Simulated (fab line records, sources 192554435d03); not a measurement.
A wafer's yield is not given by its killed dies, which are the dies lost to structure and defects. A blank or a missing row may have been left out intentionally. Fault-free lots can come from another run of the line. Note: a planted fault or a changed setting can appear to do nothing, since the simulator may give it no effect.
Chamber matching || flow n5_finfet || rie_diel-06 running N5_BEOL_M11_VIA_ETCH_34: 4 sister chambers
The step etches SiCOH lowk in C4F6/O2, target depth 184.5 nm, time 69.2 s. 8 wafers are shown with their chamber, then 9 later ones without.

EACH WAFER AND ITS CHAMBER
{"wafer": "L075.4", "chamber": 1, "rf_vpp_V (V)": 639, "showerhead_plenum_p_Torr (Torr)": 2.70}
{"wafer": "L076.6", "chamber": 2, "rf_vpp_V (V)": 641, "showerhead_plenum_p_Torr (Torr)": 2.71}
{"wafer": "L081.2", "chamber": 2, "rf_vpp_V (V)": 642, "showerhead_plenum_p_Torr (Torr)": 2.71}
{"wafer": "L079.2", "chamber": 3, "rf_vpp_V (V)": 671, "showerhead_plenum_p_Torr (Torr)": 3.00}
{"wafer": "L079.3", "chamber": 1, "rf_vpp_V (V)": 639, "showerhead_plenum_p_Torr (Torr)": 2.69}
{"wafer": "L085.3", "chamber": 0, "rf_vpp_V (V)": 676, "showerhead_plenum_p_Torr (Torr)": 2.96}
{"wafer": "L085.5", "chamber": 0, "rf_vpp_V (V)": 676, "showerhead_plenum_p_Torr (Torr)": 2.96}
{"wafer": "L085.6", "chamber": 3, "rf_vpp_V (V)": 670, "showerhead_plenum_p_Torr (Torr)": 3.00}

WAFERS WITH NO CHAMBER GIVEN
{"wafer": "L091.1", "rf_vpp_V (V)": 671, "showerhead_plenum_p_Torr (Torr)": 2.99}
{"wafer": "L091.3", "rf_vpp_V (V)": 649, "showerhead_plenum_p_Torr (Torr)": 3.03}
{"wafer": "L091.6", "rf_vpp_V (V)": 669, "showerhead_plenum_p_Torr (Torr)": 2.99}
{"wafer": "L093.1", "rf_vpp_V (V)": 648, "showerhead_plenum_p_Torr (Torr)": 3.03}
{"wafer": "L093.3", "rf_vpp_V (V)": 676, "showerhead_plenum_p_Torr (Torr)": 2.96}
{"wafer": "L093.5", "rf_vpp_V (V)": 649, "showerhead_plenum_p_Torr (Torr)": 3.03}
{"wafer": "L097.1", "rf_vpp_V (V)": 641, "showerhead_plenum_p_Torr (Torr)": 2.70}
{"wafer": "L097.3", "rf_vpp_V (V)": 649, "showerhead_plenum_p_Torr (Torr)": 3.02}
{"wafer": "L097.5", "rf_vpp_V (V)": 676, "showerhead_plenum_p_Torr (Torr)": 2.95}

THE CHAMBER EACH PASSED THROUGH
{"wafer": "L091.1", "from the rows above": 3, "in truth": 3}
{"wafer": "L091.3", "from the rows above": 3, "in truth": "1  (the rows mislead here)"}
{"wafer": "L091.6", "from the rows above": 3, "in truth": 3}
{"wafer": "L093.1", "from the rows above": 3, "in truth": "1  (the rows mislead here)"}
{"wafer": "L093.3", "from the rows above": 0, "in truth": 0}
{"wafer": "L093.5", "from the rows above": 3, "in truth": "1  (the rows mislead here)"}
{"wafer": "L097.1", "from the rows above": "can't be placed: 2 or 1", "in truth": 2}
{"wafer": "L097.3", "from the rows above": 3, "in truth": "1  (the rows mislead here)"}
{"wafer": "L097.5", "from the rows above": 0, "in truth": 0}
Correct placement for 4 of the 9. Not placeable from these rows: 1 (in 1, the candidates include the true chamber). Placed wrongly: 4.
How it was worked out, from the rows above alone: a wafer's distance from a chamber is the root of the sum, over the readings, of the square of ((its reading less the chamber's mean) divided by the reading's scatter). If the next closest chamber is less than 2 further off than the closest, the wafer can't be placed; otherwise it belongs to the closest. A chamber's mean is the mean of its shown wafers. The scatter is the square root of a quotient: the sum, over the shown wafers, of each reading's squared deviation from its chamber's mean, divided by wafers minus chambers.
